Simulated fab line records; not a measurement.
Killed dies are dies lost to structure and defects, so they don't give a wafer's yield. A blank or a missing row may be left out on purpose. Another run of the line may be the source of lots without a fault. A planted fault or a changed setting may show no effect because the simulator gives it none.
What tool caused it?	flow n5 finfet	69 wafers from 23 lots sampled at 6 of the route's 1938 steps

== WHAT THE GAUGES SHOWED, per wafer ==
No reading from a measuring or inspecting step in the record can be judged against a usual standard deviation.

== TOOL THAT RAN EACH LOT (tool first, then ch and the chambers of the sampled wafers, then the start) ==
lot	N5_BEOL_M0_SAQP_PECVD_03	N5_BEOL_M0_SAQP_PECVD_96	N5_BEOL_M0_SAQP_ETCH_84	N5_BEOL_M0_SAQP_MANDREL_ETCH_20	N5_BEOL_M0_SAQP_ETCH_107	N5_BEOL_M0_SAQP_STRIP_108
L074	pecvd-01 ch 1,2, day 5 13:05	pecvd-01 ch 1,2, day 5 13:07	rie diel-02 ch 1,2,3, day 5 14:01	rie si-02 ch 0,3, day 5 14:13	rie diel-04 ch 1,2,3, day 5 16:53	rie diel-04 ch 1,2,3, day 5 16:56
L075	pecvd-01 ch 1,2, day 5 19:11	pecvd-01 ch 1,2, day 5 19:13	rie diel-04 ch 1,3, day 5 20:15	rie si-02 ch 1,2, day 5 20:26	rie diel-02 ch 1,2, day 5 22:44	rie diel-02 ch 1,2, day 5 22:46
L076	pecvd-01 ch 0,2, day 5 21:35	pecvd-01 ch 0,2, day 5 21:37	rie diel-06 ch 0,1, day 5 22:33	rie si-01 ch 0,2,3, day 5 22:44	rie diel-02 ch 0,2,3, day 6 00:47	rie diel-02 ch 0,2,3, day 6 00:50
L077	pecvd-01 ch 0,2, day 6 03:46	pecvd-01 ch 0,2, day 6 03:48	rie diel-04 ch 0,2, day 6 04:44	rie si-02 ch 2,3, day 6 04:56	rie diel-04 ch 0,1,3, day 6 07:01	rie diel-04 ch 0,1,3, day 6 07:04
L078	pecvd-01 ch 0,1,2, day 6 14:01	pecvd-01 ch 0,1,2, day 6 14:03	rie diel-06 ch 0,1, day 6 14:46	rie si-01 ch 0,3, day 6 14:58	rie diel-06 ch 0,2,3, day 6 18:35	rie diel-06 ch 0,2,3, day 6 18:38
L079	pecvd-04 ch 1,2, day 6 19:39	pecvd-04 ch 1,2, day 6 19:41	rie diel-06 ch 1,2,3, day 6 20:23	rie si-06 ch 1,2,3, day 6 20:35	rie diel-06 ch 0,1,2, day 7 00:00	rie diel-06 ch 0,1,2, day 7 00:02
L081	pecvd-02 ch 1,2, day 7 07:35	pecvd-02 ch 1,2, day 7 07:37	rie diel-06 ch 1,3, day 7 08:36	rie si-02 ch 1,3, day 7 08:47	rie diel-02 ch 0,2, day 7 10:52	rie diel-02 ch 0,2, day 7 10:54
L082	pecvd-01 ch 0,1,2, day 7 13:34	pecvd-01 ch 0,1,2, day 7 13:36	rie diel-06 ch 0,1,3, day 7 14:29	rie si-02 ch 2,3, day 7 14:41	rie diel-04 ch 0,2,3, day 7 16:44	rie diel-04 ch 0,2,3, day 7 16:46
L083	pecvd-04 ch 0,1, day 7 13:45	pecvd-04 ch 0,1, day 7 13:47	rie diel-02 ch 0,1,3, day 7 14:53	rie si-01 ch 0,2,3, day 7 15:05	rie diel-02 ch 2,3, day 7 17:18	rie diel-02 ch 2,3, day 7 17:20
L084	pecvd-01 ch 1,2, day 8 02:46	pecvd-01 ch 1,2, day 8 02:48	rie diel-02 ch 0,2,3, day 8 03:35	rie si-01 ch 0,1,2, day 8 03:47	rie diel-02 ch 0,3, day 8 05:50	rie diel-02 ch 0,3, day 8 05:53
L085	pecvd-04 ch 0,1,2, day 8 10:44	pecvd-04 ch 0,1,2, day 8 10:46	rie diel-06 ch 0,3, day 8 12:20	rie si-01 ch 1,2,3, day 8 12:32	rie diel-02 ch 0,2, day 8 14:43	rie diel-02 ch 0,2, day 8 14:46
L087	pecvd-04 ch 0,1,2, day 8 16:00	pecvd-04 ch 0,1,2, day 8 16:02	rie diel-04 ch 1,2, day 8 16:53	rie si-02 ch 0,2,3, day 8 17:05	rie diel-02 ch 0,1, day 8 20:44	rie diel-02 ch 0,1, day 8 20:46
L086	pecvd-01 ch 1,2, day 8 17:40	pecvd-01 ch 1,2, day 8 17:41	rie diel-06 ch 0,1, day 8 18:31	rie si-06 ch 0,2, day 8 18:43	rie diel-02 ch 0,1, day 8 21:37	rie diel-02 ch 0,1, day 8 21:39
L088	pecvd-02 ch 0,1,2, day 9 03:58	pecvd-02 ch 0,1,2, day 9 03:59	rie diel-04 ch 0,1,3, day 9 07:33	rie si-02 ch 0,1,3, day 9 07:44	rie diel-02 ch 0,1,2, day 9 10:18	rie diel-02 ch 0,1,2, day 9 10:20
L089	pecvd-02 ch 0,2, day 9 06:41	pecvd-02 ch 0,2, day 9 06:43	rie diel-02 ch 1,2, day 9 07:41	rie si-01 ch 1,3, day 9 07:53	rie diel-04 ch 0,1,2, day 9 10:40	rie diel-04 ch 0,1,2, day 9 10:43
L090	pecvd-02 ch 0,2, day 9 10:08	pecvd-02 ch 0,2, day 9 10:10	rie diel-04 ch 0,1,2, day 9 10:59	rie si-02 ch 1,2,3, day 9 11:11	rie diel-04 ch 0,2, day 9 13:34	rie diel-04 ch 0,2, day 9 13:36
L091	pecvd-04 ch 0,2, day 9 16:58	pecvd-04 ch 0,2, day 9 17:00	rie diel-04 ch 0,1, day 9 17:43	rie si-06 ch 0,2, day 9 17:54	rie diel-06 ch 0,3, day 9 21:04	rie diel-06 ch 0,3, day 9 21:07
L092	pecvd-04 ch 0,1,2, day 10 00:38	pecvd-04 ch 0,1,2, day 10 00:40	rie diel-02 ch 0,2,3, day 10 01:31	rie si-02 ch 0,1,2, day 10 01:42	rie diel-02 ch 0,2,3, day 10 04:03	rie diel-02 ch 0,2,3, day 10 04:05
L093	pecvd-04 ch 0,1, day 10 07:05	pecvd-04 ch 0,1, day 10 07:07	rie diel-04 ch 1,3, day 10 07:57	rie si-06 ch 0,1,2, day 10 08:08	rie diel-06 ch 0,1,2, day 10 10:34	rie diel-06 ch 0,1,2, day 10 10:36
L094	pecvd-04 ch 0,2, day 10 16:25	pecvd-04 ch 0,2, day 10 16:26	rie diel-06 ch 0,1,2, day 10 17:17	rie si-01 ch 1,2,3, day 10 17:28	rie diel-02 ch 0,2, day 10 19:37	rie diel-02 ch 0,2, day 10 19:40
L095	pecvd-04 ch 0,1, day 10 17:56	pecvd-04 ch 0,1, day 10 17:58	rie diel-06 ch 0,1,2, day 10 18:49	rie si-01 ch 1,2,3, day 10 19:00	rie diel-02 ch 0,2, day 10 21:03	rie diel-02 ch 0,2, day 10 21:05
L096	pecvd-01 ch 1,2, day 10 20:50	pecvd-01 ch 1,2, day 10 20:52	rie diel-04 ch 0,1,2, day 10 21:44	rie si-06 ch 0,2,3, day 10 21:56	rie diel-04 ch 1,2,3, day 11 00:01	rie diel-04 ch 1,2,3, day 11 00:03
L097	pecvd-04 ch 0,1, day 11 10:30	pecvd-04 ch 0,1, day 11 10:32	rie diel-02 ch 0,3, day 11 11:23	rie si-06 ch 0,1,3, day 11 11:35	rie diel-02 ch 0,2, day 11 13:55	rie diel-02 ch 0,2, day 11 13:58
- N5_BEOL_M0_SAQP_PECVD_03: deposits SiCN from 3MS/NH3, target thk 12 nm, time 21.1 s.
- N5_BEOL_M0_SAQP_PECVD_96: deposits a-Si from SiH4/He, target thk 45 nm, time 45.2 s.
- N5_BEOL_M0_SAQP_ETCH_84: etches SOC in N2/H2, target depth 100 nm, overetch 20 nm, time 150 s.
- N5_BEOL_M0_SAQP_MANDREL_ETCH_20: etches a-Si in HBr/Cl2, stops on SiNx, target depth 60 nm, bt time 10 s, time 30 s.
- N5_BEOL_M0_SAQP_ETCH_107: etches SiNx in CH3F/O2, target depth 30 nm.
- N5_BEOL_M0_SAQP_STRIP_108: strips in N2/H2.

== AS READ BY THE TOOLS THEMSELVES (means over the sampled wafers that have a number; for cases with no such wafer, the mark the record gives instead) ==
N5_BEOL_M0_SAQP_PECVD_03.
lot	tool	showerhead plenum p Torr (Torr)	throttle valve pct (%)
L074	pecvd-01	3.662	8.3
L075	pecvd-01	3.662	8.3
L076	pecvd-01	3.668	9.2
L077	pecvd-01	3.666	8.7
L078	pecvd-01	3.669	8.6
L079	pecvd-04	3.670	8.8
L081	pecvd-02	3.674	8.9
L082	pecvd-01	3.662	8.7
L083	pecvd-04	3.680	9.2
L084	pecvd-01	3.659	8.3
L085	pecvd-04	3.674	9.1
L087	pecvd-04	3.671	9.1
L086	pecvd-01	3.667	8.4
L088	pecvd-02	3.668	9.1
L089	pecvd-02	3.672	9.8
L090	pecvd-02	3.669	9.7
L091	pecvd-04	3.669	8.9
L092	pecvd-04	3.686	9.2
L093	pecvd-04	3.673	9.3
L094	pecvd-04	3.684	9.3
L095	pecvd-04	3.674	9.1
L096	pecvd-01	3.659	8.3
L097	pecvd-04	3.674	9.4

N5_BEOL_M0_SAQP_PECVD_96.
lot	tool	heater power w (W)	showerhead plenum p Torr (Torr)	throttle valve pct (%)
L074	pecvd-01	651	5.662	16.7
L075	pecvd-01	643	5.660	16.6
L076	pecvd-01	571	5.692	18.3
L077	pecvd-01	573	5.670	17.3
L078	pecvd-01	594	5.681	17.3
L079	pecvd-04	666	5.690	17.7
L081	pecvd-02	628	5.711	17.9
L082	pecvd-01	626	5.681	17.4
L083	pecvd-04	674	5.702	18.2
L084	pecvd-01	662	5.674	16.5
L085	pecvd-04	645	5.704	18.1
L087	pecvd-04	642	5.703	18.3
L086	pecvd-01	619	5.645	16.8
L088	pecvd-02	675	5.690	18.3
L089	pecvd-02	701	5.674	19.3
L090	pecvd-02	714	5.688	19.5
L091	pecvd-04	630	5.714	18.1
L092	pecvd-04	630	5.705	18.2
L093	pecvd-04	653	5.699	18.8
L094	pecvd-04	603	5.711	18.5
L095	pecvd-04	663	5.705	18.6
L096	pecvd-01	643	5.660	16.4
L097	pecvd-04	673	5.707	18.6

N5_BEOL_M0_SAQP_ETCH_84.
lot	tool	drypump motor current A (A)	oes product au (a.u.)	rf vpp V (V)	showerhead plenum p Torr (Torr)	throttle valve pct (%)
L074	rie diel-02	5.8	0.64	524.4	2.56	17.9
L075	rie diel-04	5.5	0.68	524.9	2.58	18.0
L076	rie diel-06	5.1	0.74	521.7	2.45	17.8
L077	rie diel-04	5.3	0.82	525.3	2.60	17.5
L078	rie diel-06	5.5	0.78	522.2	2.46	17.6
L079	rie diel-06	5.1	0.70	523.2	2.51	17.9
L081	rie diel-06	5.5	0.76	523.0	2.53	17.6
L082	rie diel-06	5.1	0.71	523.3	2.51	17.8
L083	rie diel-02	5.9	0.70	525.5	2.57	17.8
L084	rie diel-02	5.7	0.71	526.7	2.66	18.0
L085	rie diel-06	4.8	0.64	524.4	2.57	18.0
L087	rie diel-04	5.3	0.70	524.6	2.56	17.9
L086	rie diel-06	5.1	0.70	521.4	2.44	17.8
L088	rie diel-04	5.6	0.71	525.0	2.58	17.9
L089	rie diel-02	5.8	0.62	521.9	2.46	17.6
L090	rie diel-04	5.4	0.75	524.8	2.58	17.7
L091	rie diel-04	5.5	0.72	524.1	2.56	17.8
L092	rie diel-02	5.8	0.77	527.2	2.65	17.9
L093	rie diel-04	5.6	0.66	524.5	2.57	18.1
L094	rie diel-06	5.1	0.75	523.0	2.53	17.8
L095	rie diel-06	5.1	0.74	524.1	2.53	17.8
L096	rie diel-04	5.4	0.74	523.9	2.57	17.7
L097	rie diel-02	5.9	0.82	526.7	2.64	17.8

N5_BEOL_M0_SAQP_MANDREL_ETCH_20.
lot	tool	drypump motor current A (A)	oes product au (a.u.)	throttle valve pct (%)
L074	rie si-02	6.3	0.777	35.44
L075	rie si-02	5.9	0.764	35.00
L076	rie si-01	6.1	0.773	35.23
L077	rie si-02	5.9	0.777	35.46
L078	rie si-01	5.7	0.777	35.16
L079	rie si-06	5.7	0.771	35.42
L081	rie si-02	6.3	0.774	35.20
L082	rie si-02	6.2	0.779	35.44
L083	rie si-01	6.1	0.774	35.23
L084	rie si-01	5.8	0.768	35.35
L085	rie si-01	6.2	0.767	35.46
L087	rie si-02	5.9	0.780	35.45
L086	rie si-06	6.1	0.789	35.31
L088	rie si-02	6.1	0.771	35.21
L089	rie si-01	6.1	0.763	35.52
L090	rie si-02	6.0	0.774	35.22
L091	rie si-06	5.8	0.788	35.16
L092	rie si-02	5.8	0.769	35.23
L093	rie si-06	5.8	0.785	35.19
L094	rie si-01	6.1	0.759	35.47
L095	rie si-01	6.2	0.761	35.48
L096	rie si-06	5.7	0.767	35.39
L097	rie si-06	5.4	0.778	35.25

N5_BEOL_M0_SAQP_ETCH_107.
lot	tool	drypump motor current A (A)	oes product au (a.u.)	rf vpp V (V)	showerhead plenum p Torr (Torr)	throttle valve pct (%)
L074	rie diel-04	5.4	0.81	300	2.04	16.3
L075	rie diel-02	5.7	0.72	303	2.03	16.6
L076	rie diel-02	5.7	0.71	299	2.00	16.6
L077	rie diel-04	5.6	0.82	297	2.04	16.3
L078	rie diel-06	4.8	0.72	299	1.95	16.5
L079	rie diel-06	5.1	0.79	291	1.92	16.5
L081	rie diel-02	5.6	0.81	303	2.10	16.5
L082	rie diel-04	5.5	0.84	302	2.05	16.3
L083	rie diel-02	5.6	0.71	305	2.08	16.7
L084	rie diel-02	5.9	0.78	300	2.07	16.5
L085	rie diel-02	5.6	0.78	303	2.10	16.5
L087	rie diel-02	5.9	0.77	298	1.97	16.2
L086	rie diel-02	5.9	0.77	300	1.97	16.2
L088	rie diel-02	5.8	0.77	301	2.03	16.4
L089	rie diel-04	5.4	0.85	296	2.02	16.1
L090	rie diel-04	5.3	0.89	300	2.03	16.0
L091	rie diel-06	4.8	0.71	304	2.00	16.5
L092	rie diel-02	5.8	0.85	302	2.08	16.3
L093	rie diel-06	5.1	0.84	291	1.99	16.4
L094	rie diel-02	5.6	0.76	303	2.09	16.5
L095	rie diel-02	5.7	0.83	300	2.09	16.3
L096	rie diel-04	5.5	0.77	300	2.02	16.4
L097	rie diel-02	5.7	0.82	300	2.09	16.3

N5_BEOL_M0_SAQP_STRIP_108.
lot	tool	drypump motor current A (A)	oes product au (a.u.)	rf vpp V (V)	showerhead plenum p Torr (Torr)	throttle valve pct (%)
L074	rie diel-04	5.5	0.81	122.6	3.42	19.2
L075	rie diel-02	5.7	0.71	121.6	3.38	18.8
L076	rie diel-02	5.7	0.71	122.3	3.37	19.4
L077	rie diel-04	5.6	0.83	122.7	3.42	18.9
L078	rie diel-06	4.8	0.72	121.6	3.29	19.2
L079	rie diel-06	5.1	0.79	120.2	3.22	18.9
L081	rie diel-02	5.6	0.81	122.8	3.51	19.0
L082	rie diel-04	5.6	0.85	122.8	3.43	18.8
L083	rie diel-02	5.7	0.71	121.9	3.47	19.4
L084	rie diel-02	5.9	0.80	121.6	3.49	19.5
L085	rie diel-02	5.7	0.79	122.4	3.51	19.1
L087	rie diel-02	5.9	0.77	122.4	3.29	18.3
L086	rie diel-02	5.9	0.77	122.4	3.29	18.3
L088	rie diel-02	5.8	0.77	121.7	3.39	18.7
L089	rie diel-04	5.4	0.84	121.8	3.40	18.9
L090	rie diel-04	5.4	0.88	122.0	3.42	18.8
L091	rie diel-06	4.8	0.71	121.3	3.38	19.1
L092	rie diel-02	5.7	0.85	123.4	3.49	19.2
L093	rie diel-06	5.1	0.84	121.9	3.34	18.8
L094	rie diel-02	5.6	0.77	123.1	3.50	19.1
L095	rie diel-02	5.7	0.83	122.7	3.52	18.9
L096	rie diel-04	5.5	0.76	121.5	3.40	19.3
L097	rie diel-02	5.7	0.82	122.3	3.52	19.0

== THE ANSWER, worked out from the rows above alone ==
Rule: the usual values come from the lots themselves. Put in order of their means at a reading, lots are off if they are a third of the lots or fewer, leave a main group of 4 or more, and stand apart from it by a gap of 3 or more times the standard deviation of the main group's means; of several such gaps the widest counts. A main group whose means are all the same, to the digits that the tables above print for the reading, isn't used. A lot without any number at a reading at which 4 lots or more have one is off too. The other lots that the step has rows for count as sound. After the gauges, taken in route order, come the tools' own readings; for these a lot's mean is taken, as printed above. The first step at which some lot is off is used, and at that step the reading that is off furthest; a lot without a number counts as furthest.
No lot is off at any reading shown: from this, nothing can be told.

== WHAT THE SIMULATOR HAD INSERTED ==
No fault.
